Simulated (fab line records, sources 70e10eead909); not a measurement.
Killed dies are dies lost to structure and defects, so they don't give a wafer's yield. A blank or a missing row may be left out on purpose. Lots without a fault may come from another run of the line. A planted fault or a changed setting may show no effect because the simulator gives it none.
fab line records | flow nand_harc
record lots=11 wafers=33 last_day=33
route steps=1302 shown P_BONDPAD@372 A_ZERO_WELL@403 A_ONON_D1@424
lots that met no fault: from a run of the same line without faults
start_h: hours from the record's first day to the start of the lot's first wafer shown | wait_h: hours since the lot's step before | " the same as in the row above | L1.1+2: a row that stands for several wafers | - no value, or no start given | * or withheld: withheld | < > ~ a bound
route shown NAME@n: a module of which the file shows steps, and the number in the route of the first | usual: mean/standard deviation of fault-free wafers | same: alike in all rows | chamber/n: place in a boat | sites: the reading at each site | _std_site: their standard deviation | _edge_site: outer sites' mean less inner sites' | radius_mm: how far each site lies from the wafer's centre | mask NAME#n: copy n | behind: the tool/chamber that last shaped the wafer | hold: why the lot was held/for how many hours/how that ended | device: the transistor (n, p or np) that didn't switch | end of line: the same wafers' tests at the end of the route | a step without rows: its recipe alone | killed: dies lost to structure and defects at the first sort, not the wafer's yield | map: a wafer's dies, x killed, . not, _ none there
set.NAME: the setting as run; set.NAME@STEP: as run at that earlier step | model.NAME: the simulator's own value behind a step, which no gauge read
steps of the route over a sample of lots; a table a step, a row a wafer
services: from which hour (start_h, from the record's first day; less than 0 if before it) a tool's chamber was out of use, for how many hours, and why
## steps
# step NHARC_P_BONDPAD_ETCH_24
# recipe target_depth_a=300 over_etch_frac=0.3 time_s=72.99 ion_energy_ev=150 cf4_flow_sccm=50 n2_flow_sccm=100 ar_flow_sccm=150 rf_w=300 bias_w=100 chemistry=CF4/N2
# usual drypump_motor_current_A=5.8/0.53 mfc_ar_sccm=150.1/0.43 oes_product_au=0.998/0.0083 rf_vpp_V=314.2/2 showerhead_plenum_p_Torr=2.62/0.1 throttle_valve_pct=19.794/0.0089
# same time_s=72.99
# columns lot.wafer tool chamber start_h wait_h drypump_motor_current_A mfc_ar_sccm oes_product_au rf_hours_counter_h rf_vpp_V showerhead_plenum_p_Torr throttle_valve_pct
L742.3 rie_diel-12 2 - - 6.5 149.7 0.997 4.9 318.1 2.78 19.795
L742.4 " 1 " " 6.2 149.9 0.993 5.0 313.7 2.68 19.786
L742.6 " 3 " " 5.9 150.5 1.000 - 314.2 2.62 19.797
L741.3 rie_diel-04 0 - - 6.0 149.1 0.992 8.7 311.8 2.51 19.788
L741.2 " 2 " " 5.8 150.2 1.002 8.0 314.1 2.55 19.784
L741.4 " 3 " " 5.5 150.1 1.007 8.3 313.0 2.52 19.796
L743.4 rie_diel-12 0 - - 4.8 150.3 0.998 5.6 314.9 2.60 19.797
L743.3 " 1 " " 6.2 150.8 0.995 6.2 316.1 2.68 19.804
L743.5 " 3 " " 5.9 150.2 0.988 - 315.1 2.62 19.812
L744.1 rie_diel-12 2 192.14 0.2 6.5 150.6 0.995 6.5 316.6 2.78 19.794
L744.6 " 3 " " 5.9 150.3 0.989 - 312.1 2.62 19.786
L744.5 " 0 " " 4.8 150.7 0.997 - 313.7 2.60 19.807
L745.2 rie_diel-04 1 - - 5.7 150.4 0.984 0.7 313.3 2.55 19.795
L745.4 " 0 " " 5.9 149.9 0.976 0.8 312.9 2.50 19.798
L745.5 " 2 " " 5.8 150.4 0.987 - 313.5 2.55 19.795
L751.4 rie_diel-10 1 - - 5.0 150.7 0.998 0.8 316.5 2.79 19.793
L751.2 " 3 " " 6.7 149.4 0.990 1.1 312.9 2.52 19.806
L751.1 " 0 " " 6.2 150.3 1.007 1.1 314.5 2.59 19.796
L755.3 rie_diel-10 2 - - 6.2 149.8 0.989 1.2 317.5 2.83 19.789
L755.1 " 0 " " 6.2 150.4 1.016 1.4 314.3 2.59 19.798
L755.6 " 2 " " 6.2 150.2 1.012 - 319.2 2.83 19.796
L756.3 rie_diel-10 2 - - 6.2 149.1 0.997 1.5 318.8 2.83 19.795
L756.1 " 3 " " 6.7 149.5 0.987 1.6 311.8 2.52 19.786
L756.2 " 1 " " 5.1 149.7 1.009 1.4 316.9 2.79 19.785
L758.4 rie_diel-10 0 - - 6.2 150.4 1.015 1.8 312.5 2.59 19.789
L758.1 " 1 " " 5.0 149.7 1.009 1.6 316.9 2.79 19.787
L758.6 " 0 " " 6.2 150.8 1.012 - 313.1 2.59 19.807
L760.4 rie_diel-12 0 - - 4.7 149.4 1.005 5.5 314.5 2.60 19.791
L760.3 " 1 " " 6.2 149.8 1.009 6.5 315.2 2.67 19.800
L760.5 " 0 " " 4.7 150.4 1.003 - 314.0 2.60 19.785
L761.1 rie_diel-12 3 - - 5.9 150.3 1.002 5.5 314.9 2.61 19.809
L761.4 " 2 " " 6.5 150.3 0.999 7.0 315.9 2.77 19.785
L761.5 " 0 " " 4.7 150.1 1.004 - 314.1 2.60 19.794
# step NHARC_A_ZERO_WELL_DESCUM_12
# recipe time_s=3 o2_flow_sccm=200 ar_flow_sccm=0 bias_power_w=0 chemistry=O2
# usual drypump_motor_current_A=5.8/0.5 mfc_ar_sccm=0.005/0.0091 oes_product_au=0.997/0.0071 rf_vpp_V=57.6/0.81 showerhead_plenum_p_Torr=1.91/0.075 throttle_valve_pct=11.312/0.0093
# same time_s=3
# columns lot.wafer tool chamber start_h wait_h drypump_motor_current_A mfc_ar_sccm oes_product_au rf_hours_counter_h rf_vpp_V showerhead_plenum_p_Torr throttle_valve_pct
L742.4 rie_diel-13 2 174.83 - 6.0 0.040 1.008 0 56.1 1.99 11.322
L742.3 " 1 " " 5.4 0.021 1.001 0 57.8 1.88 11.293
L742.6 " 3 " " 5.4 0.010 0.986 - 57.6 1.93 11.321
L741.4 rie_diel-13 3 175.82 - 5.4 0.010 0.995 0 57.8 1.93 11.311
L741.2 " 1 " " 5.4 0.021 0.999 0 56.3 1.88 11.317
L741.3 " 2 " " 6.0 0.040 1.003 0 57.4 1.99 11.311
L743.3 rie_diel-02 0 190.42 - 6.0 0 0.997 3 57.3 1.96 11.306
L743.4 " 2 " " 5.2 0.017 1.015 3 57.0 1.85 11.323
L743.5 " 0 " " 6.0 0 1.003 - 58.6 1.96 11.316
L744.1 rie_diel-02 1 195.77 - 6.9 0 1.003 3 57.6 2.02 11.310
L744.6 " 1 " " 6.8 0 1.009 - 57.1 2.02 11.291
L744.5 " 2 " " 5.2 0.017 1.001 - 57.2 1.85 11.304
L745.2 rie_diel-09 1 205.44 - 5.5 0 0.997 15 59.0 1.95 11.317
L745.4 " 2 " " 5.8 0 0.995 15 58.6 1.83 11.313
L745.5 " 0 " " 6.1 0 0.998 - 58.7 1.96 11.318
L751.2 rie_diel-02 0 285.77 - 6.0 0 1.004 1 58.4 1.96 11.316
L751.1 " 1 " " 6.8 0 1.001 1 57.6 2.02 11.300
L751.4 " 2 " " 5.2 0.017 0.997 1 56.3 1.85 11.314
L755.1 rie_diel-02 0 309.85 - 6.0 0 0.995 2 58.7 1.96 11.305
L755.3 " 3 " " 5.6 0 0.999 1 57.2 1.80 11.302
L755.6 " 0 " " 6.0 0 0.989 - 56.9 1.96 11.316
L756.3 rie_diel-02 3 318.76 - 5.6 0 0.982 2 56.9 1.80 11.303
L756.2 " 1 " " 6.8 0 1.000 2 56.5 2.02 11.305
L756.1 " 2 " " 5.2 0.017 0.995 2 57.6 1.84 11.317
L758.4 rie_diel-02 0 335.96 - 6.0 0 0.995 3 57.6 1.96 11.308
L758.1 " 2 " " 5.2 0.017 1.001 3 56.8 1.84 11.305
L758.6 " 3 " " 5.6 0 0.989 - 56.5 1.80 11.322
L760.3 rie_diel-09 1 354.52 - 5.5 0 0.998 9 57.4 1.93 11.315
L760.4 " 3 " " 5.5 0.010 0.991 6 57.8 1.92 11.317
L760.5 " 0 " " 6.1 0 0.995 - 57.3 1.95 11.319
L761.1 rie_diel-02 1 368.64 - 6.8 0 0.989 3 57.8 2.01 11.309
L761.5 " 1 " " 6.8 0 0.994 - 59.3 2.01 11.312
L761.4 " 3 " " 5.6 0 0.981 - 57.0 1.80 11.316
# step NHARC_A_ONON_D1_DEP_00
# recipe target_thk_a=10000 n2_flow_sccm=2750 n2o_flow_sccm=2000 nh3_flow_sccm=500 sih4_flow_sccm=210 temp_c=400
# usual susceptor_temp_C=399.99/0.2
# columns lot.wafer tool chamber start_h wait_h susceptor_temp_C
L741.2 pecvd_onon-02 0 198.64 0.1 400.08
L741.3 " 0 " " 400.16
L741.4 " 0 " " 399.72
L742.3 pecvd_onon-03 0 198.72 0.2 400.15
L742.4 " 0 " " 400.11
L742.6 " 0 " " 399.75
L743.3 pecvd_onon-01 0 212.78 0.2 400.16
L743.4 " 0 " " 400.18
L743.5 " 0 " " 400.16
L744.1 pecvd_onon-01 0 220.54 0.1 399.88
L744.5 " 0 " " 399.94
L744.6 " 0 " " 399.64
L745.2 pecvd_onon-02 0 231.58 0.1 399.80
L745.4 " 0 " " 400.02
L745.5 " 0 " " 399.74
L751.1 pecvd_onon-01 0 306.07 0.1 399.91
L751.2 " 0 " " 400.03
L751.4 " 0 " " 400.15
L755.1 pecvd_onon-01 0 333.52 0.1 399.83
L755.3 " 0 " " 400.06
L755.6 " 0 " " 400.35
L756.1 pecvd_onon-02 0 343.06 0.1 399.83
L756.2 " 0 " " 399.71
L756.3 " 0 " " 399.75
L758.1 pecvd_onon-02 0 357.64 0.1 399.95
L758.4 " 0 " " 399.90
L758.6 " 0 " " 399.85
L760.3 pecvd_onon-03 0 376.03 0.2 400.22
L760.4 " 0 " " 400.12
L760.5 " 0 " " 400.13
L761.1 pecvd_onon-02 0 395.04 0.1 400.07
L761.4 " 0 " " 400.34
L761.5 " 0 " " 400.31
# step NHARC_A_ONON_D1_THK_MEAS_02
# recipe thk_meas_gauge=ellipsometry
# usual thk_nm=1000/7.9
# columns lot.wafer tool chamber start_h wait_h thk_nm
L741.2 film_metro-01 - 199.09 - 998
L741.3 " - " " 998
L741.4 " - " " 995
L742.3 film_metro-02 - 199.11 - 1000
L742.4 " - " " 1000
L742.6 " - " " 999
L743.3 film_metro-02 - 213.18 - 994
L743.4 " - " " 995
L743.5 " - " " 995
L744.1 film_metro-01 - 221.05 - 992
L744.5 " - " " 990
L744.6 " - " " 992
L745.2 film_metro-02 - 232.03 - 998
L745.4 " - " " 998
L745.5 " - " " 998
L751.1 film_metro-02 - 306.59 - 833
L751.2 " - " " 998
L751.4 " - " " 835
L755.1 film_metro-01 - 334.03 - 827
L755.3 " - " " 993
L755.6 " - " " 828
L756.1 film_metro-01 - 343.57 - 1008
L756.2 " - " " 1006
L756.3 " - " " 1007
L758.1 film_metro-01 - 358.15 - 1006
L758.4 " - " " 1005
L758.6 " - " " 1005
L760.3 film_metro-01 - 376.42 - 996
L760.4 " - " " 996
L760.5 " - " " 997
L761.1 film_metro-01 - 395.55 - 1021
L761.4 " - " " 1022
L761.5 " - " " 1020
# step NHARC_A_ONON_D1_DEP_33
# recipe target_thk_a=2000 temp_c=400 pressure_torr=6.5 rf_w=900 teos_flow_sccm=161.4 flow_sccm=2650 target_thk_nm=200 gas=O2 material=SiO2
# usual heater_power_w=534/77 susceptor_temp_C=400.02/0.22 throttle_valve_pct=15.9/0.63
# columns lot.wafer tool chamber start_h wait_h heater_power_w susceptor_temp_C throttle_valve_pct
L741.3 pecvd-02 2 213.69 0.1 616 399.86 15.6
L741.2 " 1 " " 385 399.74 16.4
L741.4 " 0 " " 584 400.08 16.5
L742.3 pecvd-04 1 213.78 0.1 577 400.01 16.1
L742.6 " 0 " " 508 400.02 15.1
L742.4 " 1 " " 611 400.43 16.1
L743.3 pecvd-04 1 227.50 0.1 630 400.25 16.2
L743.5 " 1 " " 639 400.12 16.3
L743.4 " 2 " " 545 400.06 16.4
L744.1 pecvd-04 0 233.50 0.1 576 399.69 14.8
L744.6 " 2 " " 568 400.19 16.4
L744.5 " 0 " " 582 399.96 15.0
L745.2 pecvd-03 1 244.47 0.1 406 400.43 15.1
L745.4 " 0 " " 572 400.06 17.0
L745.5 " 1 " " 406 400.28 15.2
L751.2 pecvd-04 2 319.33 0.1 576 400.06 16.1
L751.1 " 1 " " 613 399.89 16.6
L751.4 " 0 " " 599 400.09 14.8
L755.3 pecvd-02 0 346.81 0.1 496 399.87 16.6
L755.1 " 1 " " 363 400.21 16.2
L755.6 " 0 " " 511 400.10 16.4
L756.3 pecvd-02 1 355.93 0.1 369 399.87 16.0
L756.2 " 2 " " 639 400.06 15.2
L756.1 " 0 " " 588 400.18 16.7
L758.1 pecvd-02 0 371.89 0.1 641 399.57 16.7
L758.6 " 0 " " 485 399.68 16.5
L758.4 " 1 " " 458 399.77 16.3
L760.3 pecvd-02 2 388.83 0.1 527 399.61 15.1
L760.5 " 1 " " 377 400.25 16.2
L760.4 " 2 " " 534 399.53 15.3
L761.1 pecvd-03 2 408.54 0.1 465 400.25 15.5
L761.5 " 1 " " 437 399.88 15.1
L761.4 " 0 " " 526 400.28 16.2
## services
# columns tool chamber start_h hours kind
rie_diel-12 0 154.96 13.8 repair
pecvd_onon-02 - 185.00 13.0 pm
rie_diel-12 1 190.87 25.7 repair
rie_diel-10 0 200.69 11.3 repair
rie_diel-02 - 203.36 1.0 repair
rie_diel-02 - 216.70 9.0 pm
rie_diel-10 3 226.88 3.1 repair
pecvd-02 - 227.38 13.0 pm
rie_diel-02 2 239.87 6.8 repair
rie_diel-02 1 241.99 12.7 repair
rie_diel-10 - 244.02 9.0 pm
pecvd-04 1 246.56 2.6 repair
rie_diel-02 3 250.23 28.1 repair
rie_diel-12 - 268.40 9.0 pm
rie_diel-02 2 271.02 8.7 repair
rie_diel-02 - 283.87 1.1 repair
pecvd-02 - 288.75 0.5 repair
rie_diel-12 - 303.82 0.9 repair
rie_diel-02 1 305.71 5.7 repair
rie_diel-02 0 361.51 8.9 repair
pecvd_onon-02 - 366.00 13.0 pm
rie_diel-12 0 369.16 12.1 repair
rie_diel-02 - 393.70 9.0 pm
pecvd-02 - 408.38 13.0 pm
## key
first_sign step=NHARC_A_ONON_D1_THK_MEAS_02 reading=thk_nm direction=down sigmas=22 usual=1000 struck=831
effect none on later readings
met_at NHARC_A_ONON_D1_DEP_00
struck_lots L751,L755
struck_wafers L751.1,L751.4,L755.1,L755.6
tester_left_out L751,L755
not_acting_at NHARC_P_BONDPAD_ETCH_24,NHARC_A_ZERO_WELL_DESCUM_12,NHARC_A_ONON_D1_DEP_33
onset_between 220.54 306.07
fault kind=process_parameter_drift tool=pecvd_onon-01 chamber=- onset_h=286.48 steps=NHARC_A_ONON_D1_DEP_00 channel=target_thk_a offset=* shape=step end_h=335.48 scope=struck_wafers_only acts_in=* stated=*
# tester_left_out: of these lots the tester's yield and bins aren't shown, on N5 and GAA mostly nor the transistor test; their killed dies are dies lost to structure and defects alone, not to doping, threshold or leakage, so they don't give the yield
